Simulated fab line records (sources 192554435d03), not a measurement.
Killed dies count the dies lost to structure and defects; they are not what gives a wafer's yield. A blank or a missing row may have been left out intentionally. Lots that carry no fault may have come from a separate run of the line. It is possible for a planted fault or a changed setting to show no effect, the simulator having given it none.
Problem report in the 8D (eight disciplines) form, filled by code -- flow n5-finfet -- the parts of the form that need people (team, actions taken, sign-off) are left out

== 1. PROBLEM STATEMENT ==
Wafers without a fault read 4000.2 nm, standard deviation 1.3; cd-nm at N5_PASSIVATION_CD_MEAS_30 reads a mean of 4006.8 nm on 3 wafers belonging to 2 lots. That is +5.1 standard deviations from the usual mean.
The step: target cd 4000 nm.
Seen first at day 17 20:50 on cd-sem-03, wafer L344.3. At this step, 32 wafers from 11 lots have a number in the record. The rule behind "out" and "out of limits": a value lying over 4 standard deviations away from the usual mean. All remaining wafers that have a number are taken as sound.

== 2. WHAT THIS IS AND IS NOT ==
question,is,is not
which readings at this step,cd-nm,-
which lots,"L344, L346","L323, L325, L329, L330, L333, L335, L336, L338, L340"
which wafers of those lots,"L344.3, L346.1, L346.3","L344.2, L344.6"
read on which gauges,"cd-sem-01, cd-sem-03",cd-sem-02
when,from day 17 20:50,up to then (29 sound wafers)

== 3. SUSPECTS, AND WHAT RULES EACH OUT ==
Counting: if a tool at a process step up to the reading ran every lot that is out, it stays a suspect. Sound lots after the first of them don't rule it out here, since some wafers of a struck lot are sound.
- the gauge at N5_PASSIVATION_CD_MEAS_30: ruled out. 2 gauges (cd-sem-01, cd-sem-03) read the wafers that are out.
- litho-track-01 at N5_PASSIVATION_PEB_28: kept. Ran every lot that is out, first one L344 (day 17 20:43); last sound lot up to then L340 (day 16 22:58).
The count leaves litho-track-01 at N5_PASSIVATION_PEB_28.

== 4. THE CAUSE (what the simulator had put in) ==
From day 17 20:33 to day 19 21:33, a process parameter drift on litho-track-01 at N5_PASSIVATION_PEB_28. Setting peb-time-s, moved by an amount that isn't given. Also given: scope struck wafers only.
The count eliminated every tool but this one.

== 5. SEQUENCE OF EFFECTS, ordered by route ==
Each row: a reading where the mean over the struck wafers with a number is more than 3 standard deviations away from the usual. Readings are gone through only where the record gives a usual standard deviation; hours: the median, over the lots, of the time from a lot's start at the first step in this table giving one to that lot's start at this step; sigmas: the change measured in usual standard deviations.
hours,step,reading,usual,on struck wafers,change,sigmas
0,N5_PASSIVATION_CD_MEAS_30,cd-nm,4000.2 nm,4006.8,+6.6,+5.1

== 6. HOW IT WOULD HAVE BEEN CAUGHT EARLIER ==
The first out-of-limits reading at a measuring or inspecting step in this record came at day 17 20:50, 0 hours after the fault's start at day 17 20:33.
Of the tool readings at N5_PASSIVATION_PEB_28 for which the record gives a usual standard deviation, none was out on any struck wafer, so an alarm limit of 4 standard deviations on them would not have fired.
L346, from the lots that are out (2), started N5_PASSIVATION_PEB_28 on litho-track-01 later than day 17 20:50. It would have been spared by a hold on the tool at that moment.
